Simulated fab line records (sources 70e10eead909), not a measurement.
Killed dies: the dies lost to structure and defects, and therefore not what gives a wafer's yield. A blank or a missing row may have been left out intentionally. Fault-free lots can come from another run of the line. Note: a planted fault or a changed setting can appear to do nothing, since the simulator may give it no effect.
Matching of chambers / flow nand-harc / 4 sister chambers for NHARC_A_ZERO_WELL_DESCUM_12 on rie-diel-02
The step chemistry O2, time 3 s. 22 wafers are shown with their chamber, then 11 later ones without.

## WAFERS, EACH WITH ITS CHAMBER
wafer=L074.2; chamber=3; drypump-motor-current-A (A)=5.5; oes-product-au (a.u.)=1.004; rf-vpp-V (V)=59.5
wafer=L074.3; chamber=2; drypump-motor-current-A (A)=6.0; oes-product-au (a.u.)=1.001; rf-vpp-V (V)=58.9
wafer=L074.6; chamber=2; drypump-motor-current-A (A)=6.1; oes-product-au (a.u.)=0.997; rf-vpp-V (V)=58.1
wafer=L074.1; chamber=1; drypump-motor-current-A (A)=6.1; oes-product-au (a.u.)=0.994; rf-vpp-V (V)=56.6
wafer=L074.4; chamber=0; drypump-motor-current-A (A)=5.5; oes-product-au (a.u.)=0.994; rf-vpp-V (V)=57.7
wafer=L074.5; chamber=3; drypump-motor-current-A (A)=5.5; oes-product-au (a.u.)=0.999; rf-vpp-V (V)=57.3
wafer=L076.2; chamber=1; drypump-motor-current-A (A)=6.1; oes-product-au (a.u.)=1.015; rf-vpp-V (V)=57.9
wafer=L076.5; chamber=1; drypump-motor-current-A (A)=6.1; oes-product-au (a.u.)=0.990; rf-vpp-V (V)=58.2
wafer=L076.6; chamber=2; drypump-motor-current-A (A)=6.1; oes-product-au (a.u.)=1.005; rf-vpp-V (V)=56.6
wafer=L082.2; chamber=0; drypump-motor-current-A (A)=5.5; oes-product-au (a.u.)=0.989; rf-vpp-V (V)=57.3
wafer=L082.4; chamber=2; drypump-motor-current-A (A)=6.1; oes-product-au (a.u.)=0.997; rf-vpp-V (V)=58.1
wafer=L082.6; chamber=1; drypump-motor-current-A (A)=6.1; oes-product-au (a.u.)=0.991; rf-vpp-V (V)=57.5
wafer=L087.2; chamber=2; drypump-motor-current-A (A)=6.1; oes-product-au (a.u.)=1.003; rf-vpp-V (V)=57.5
wafer=L087.3; chamber=0; drypump-motor-current-A (A)=5.5; oes-product-au (a.u.)=0.997; rf-vpp-V (V)=57.7
wafer=L087.5; chamber=0; drypump-motor-current-A (A)=5.5; oes-product-au (a.u.)=1.006; rf-vpp-V (V)=58.3
wafer=L088.1; chamber=3; drypump-motor-current-A (A)=5.5; oes-product-au (a.u.)=0.996; rf-vpp-V (V)=57.8
wafer=L088.3; chamber=2; drypump-motor-current-A (A)=6.0; oes-product-au (a.u.)=1.010; rf-vpp-V (V)=58.4
wafer=L088.6; chamber=3; drypump-motor-current-A (A)=5.5; oes-product-au (a.u.)=0.994; rf-vpp-V (V)=56.7
wafer=L088.2; chamber=0; drypump-motor-current-A (A)=5.5; oes-product-au (a.u.)=1.001; rf-vpp-V (V)=57.1
wafer=L088.4; chamber=1; drypump-motor-current-A (A)=6.0; oes-product-au (a.u.)=1.007; rf-vpp-V (V)=56.3
wafer=L088.5; chamber=0; drypump-motor-current-A (A)=5.5; oes-product-au (a.u.)=0.995; rf-vpp-V (V)=57.2
wafer=L090.1; chamber=1; drypump-motor-current-A (A)=6.1; oes-product-au (a.u.)=1.007; rf-vpp-V (V)=58.0

SIGNATURES, as means of the wafers listed above
reading=drypump-motor-current-A; chamber 0=5.500; chamber 1=6.083; chamber 2=6.067; chamber 3=5.500; scatter within a chamber=0.0347
reading=oes-product-au; chamber 0=0.99700; chamber 1=1.00067; chamber 2=1.00217; chamber 3=0.99825; scatter within a chamber=0.00704
reading=rf-vpp-V; chamber 0=57.550; chamber 1=57.417; chamber 2=57.933; chamber 3=57.825; scatter within a chamber=0.804
Rule: distance of a wafer from a chamber = root of the sum over the readings of ((wafer's reading minus chamber's mean) / reading's scatter) squared. The wafer belongs to the nearest chamber; if the next one is less than 2 further off, it can't be placed. The scatter is the square root of a quotient: the sum, over the shown wafers, of each reading's squared deviation from its chamber's mean, divided by wafers minus chambers.

## WAFERS MISSING THEIR CHAMBER
wafer=L090.3; drypump-motor-current-A (A)=6.1; oes-product-au (a.u.)=1.016; rf-vpp-V (V)=57.2
wafer=L090.5; drypump-motor-current-A (A)=5.5; oes-product-au (a.u.)=1.003; rf-vpp-V (V)=58.6
wafer=L090.2; drypump-motor-current-A (A)=5.5; oes-product-au (a.u.)=1.009; rf-vpp-V (V)=57.0
wafer=L090.4; drypump-motor-current-A (A)=5.5; oes-product-au (a.u.)=1.002; rf-vpp-V (V)=57.8
wafer=L090.6; drypump-motor-current-A (A)=6.0; oes-product-au (a.u.)=1.012; rf-vpp-V (V)=55.4
wafer=L093.2; drypump-motor-current-A (A)=5.5; oes-product-au (a.u.)=0.998; rf-vpp-V (V)=56.6
wafer=L093.3; drypump-motor-current-A (A)=5.5; oes-product-au (a.u.)=0.993; rf-vpp-V (V)=55.5
wafer=L093.6; drypump-motor-current-A (A)=5.5; oes-product-au (a.u.)=1.003; rf-vpp-V (V)=56.9
wafer=L095.3; drypump-motor-current-A (A)=5.5; oes-product-au (a.u.)=0.995; rf-vpp-V (V)=57.1
wafer=L095.5; drypump-motor-current-A (A)=6.1; oes-product-au (a.u.)=0.998; rf-vpp-V (V)=57.6
wafer=L095.6; drypump-motor-current-A (A)=5.5; oes-product-au (a.u.)=0.988; rf-vpp-V (V)=57.2

## CHAMBER TAKEN BY EACH
wafer=L090.3; from the rows above=can't be placed: 1 or 2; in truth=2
wafer=L090.5; from the rows above=can't be placed: 3 or 0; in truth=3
wafer=L090.2; from the rows above=can't be placed: 0 or 3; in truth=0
wafer=L090.4; from the rows above=can't be placed: 3 or 0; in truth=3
wafer=L090.6; from the rows above=can't be placed: 1 or 2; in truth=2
wafer=L093.2; from the rows above=can't be placed: 0 or 3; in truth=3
wafer=L093.3; from the rows above=can't be placed: 0 or 3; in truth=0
wafer=L093.6; from the rows above=can't be placed: 0 or 3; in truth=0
wafer=L095.3; from the rows above=can't be placed: 0 or 3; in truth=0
wafer=L095.5; from the rows above=can't be placed: 1 or 2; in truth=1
wafer=L095.6; from the rows above=can't be placed: 0 or 3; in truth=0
0 of 11 placed correctly. Can't be placed from these rows: 11 (the true chamber is among the candidates in 11). 0 placed wrongly.
